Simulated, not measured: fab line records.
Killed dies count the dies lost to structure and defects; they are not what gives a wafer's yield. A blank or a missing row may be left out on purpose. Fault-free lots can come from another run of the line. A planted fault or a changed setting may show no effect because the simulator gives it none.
Split-lot trial	flow n5-finfet	7 lots, 21 wafers read, on a route of 1938 steps

## THE SPLIT ITSELF
At N5_BEOL_M5_HM_DEP_02 (deposits TiN, target thk 20 nm), the setting target-thk-a was moved away from the recipe's 200 angstrom on 9 of the 21 wafers read, by -10.2% to +10.2%. The other wafers ran this setting at the recipe's value.

## FROM THE SPLIT TO THE READING: what the file shows between them, 8 steps
- N5_BEOL_M5_COAT_59: time 60 s, resist thk 60 nm
- N5_BEOL_M5_COAT_60: time 60 s, resist thk 12 nm
- N5_BEOL_M5_STRIP_73: strips in N2/H2
- N5_BEOL_M5_STRIP_64: strips in CF4
- N5_BEOL_M5_HM_OPEN_17: chemistry Cl2/BCl3, target TiN, target depth 20 nm, overetch 6 nm
- N5_BEOL_M5_STRIP_19: strips in O2
- N5_BEOL_M5_STRIP_85: strips in C4F6/O2
- N5_BEOL_M5_STRIP_36: strips in N2/H2

## THE READING
TiN_of_BEOL_M5_HM_DEP_02.thk-nm (the simulator's own value, which no gauge read), in nm, at N5_BEOL_M5_TRENCH_ETCH_37 (etches SiCOH lowk in C4F6/O2, target depth 71.652 nm, time 24.7 s). No usual value for it is given in the file. Average 17.9 nm, standard deviation 0.18 nm, over the 12 wafers here run with the recipe.

wafer	tool, chamber at the split	target-thk-a as run, angstrom	against the recipe	TiN_of_BEOL_M5_HM_DEP_02.thk-nm, nm	against lot-mates on the recipe
L074.2	pvd-sputter-02, -	200	recipe	17.8	-
L074.4	pvd-sputter-02, -	220.3	+10.2%	19.6	+1.8
L074.6	pvd-sputter-02, -	220.3	+10.2%	19.8	+2.0
L076.1	pvd-sputter-02, -	179.6	-10.2%	15.6	-2.0
L076.2	pvd-sputter-02, -	179.6	-10.2%	15.6	-2.0
L076.4	pvd-sputter-02, -	200	recipe	17.6	-
L077.1	pvd-sputter-03, -	186.9	-6.6%	16.6	-1.3
L077.2	pvd-sputter-03, -	200	recipe	18	-
L077.6	pvd-sputter-03, -	200	recipe	17.8	-
L085.1	pvd-sputter-03, -	217.5	+8.7%	19.8	+1.8
L085.5	pvd-sputter-03, -	200	recipe	18	-
L085.6	pvd-sputter-03, -	200	recipe	18	-
L089.1	pvd-sputter-03, -	200	recipe	17.8	-
L089.3	pvd-sputter-03, -	200	recipe	17.8	-
L089.6	pvd-sputter-03, -	200	recipe	18	-
L095.1	pvd-sputter-01, -	200	recipe	17.6	-
L095.6	pvd-sputter-01, -	200	recipe	17.6	-
L095.2	pvd-sputter-01, -	189	-5.5%	16.8	-0.8
L096.1	pvd-sputter-03, -	190	-5.0%	17.4	-0.8
L096.4	pvd-sputter-03, -	190	-5.0%	17.2	-1.0
L096.5	pvd-sputter-03, -	200	recipe	18.2	-

THE FIT
A straight line over all 21 wafers: TiN_of_BEOL_M5_HM_DEP_02.thk-nm changes by +0.196 nm for each +1% of target-thk-a; r = +0.98; the points scatter about the line by 0.23 nm.
The same after taking each lot's own level away (the mean of its wafers on the recipe; 21 wafers): +0.191 nm for each +1%; r = +1.00; scatter 0.097 nm.
On that fit, the largest move of target-thk-a shifts the reading by 1.9 nm.
From 17.60 to 18.20 nm: that is the span of the lots' own levels, equal to 3.2 times the standard deviation above.
The two slopes are in agreement: the lot-to-lot level therefore moves the slope only a little.
Check: for one of the wafers moved furthest among these (-10.2%), held out of the fit, the line's prediction against its lot-mates is -1.92 nm. Against them it came out at -2 nm.

## ADDITIONAL SPLITS CARRIED BY THESE WAFERS
These wafers also went through other splits before the reading. Each is held against what the fit with the lots' levels taken away leaves over:
other split on the same wafers	wafers away from the commonest value	r with TiN_of_BEOL_M5_HM_DEP_02.thk-nm (lot level and that fit taken away)
N5_BEOL_M4_DESCUM_33 time-s	8	+0.44
N5_BEOL_M5_ILD_DEP_00 time-s	9	-0.01

## THE WHOLE CHAIN: every reading that the file lists as answering this split, in the file's order
step	what it does	reading	change (the file's fit)	r (the file's)
N5_BEOL_M5_HM_DEP_02	deposits TiN, target thk 20 nm	TiN_of_BEOL_M5_HM_DEP_02.thk-nm (the simulator's own value, which no gauge read)	+0.184 nm for each +1% of the setting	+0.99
N5_BEOL_M5_HM_OPEN_17	chemistry Cl2/BCl3, target TiN, target depth 20 nm, overetch 6 nm	etch.depth-nm (the simulator's own value, which no gauge read)	+0.189 nm for each +1% of the setting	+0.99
N5_BEOL_M5_TRENCH_ETCH_37	etches SiCOH lowk in C4F6/O2, target depth 71.652 nm, time 24.7 s	TiN_of_BEOL_M5_HM_DEP_02.thk-nm (the simulator's own value, which no gauge read)	+0.191 nm for each +1% of the setting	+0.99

## THE FILE'S OWN FIT
TiN_of_BEOL_M5_HM_DEP_02.thk-nm changes by +0.191 nm for each +1% of target-thk-a, r = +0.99.
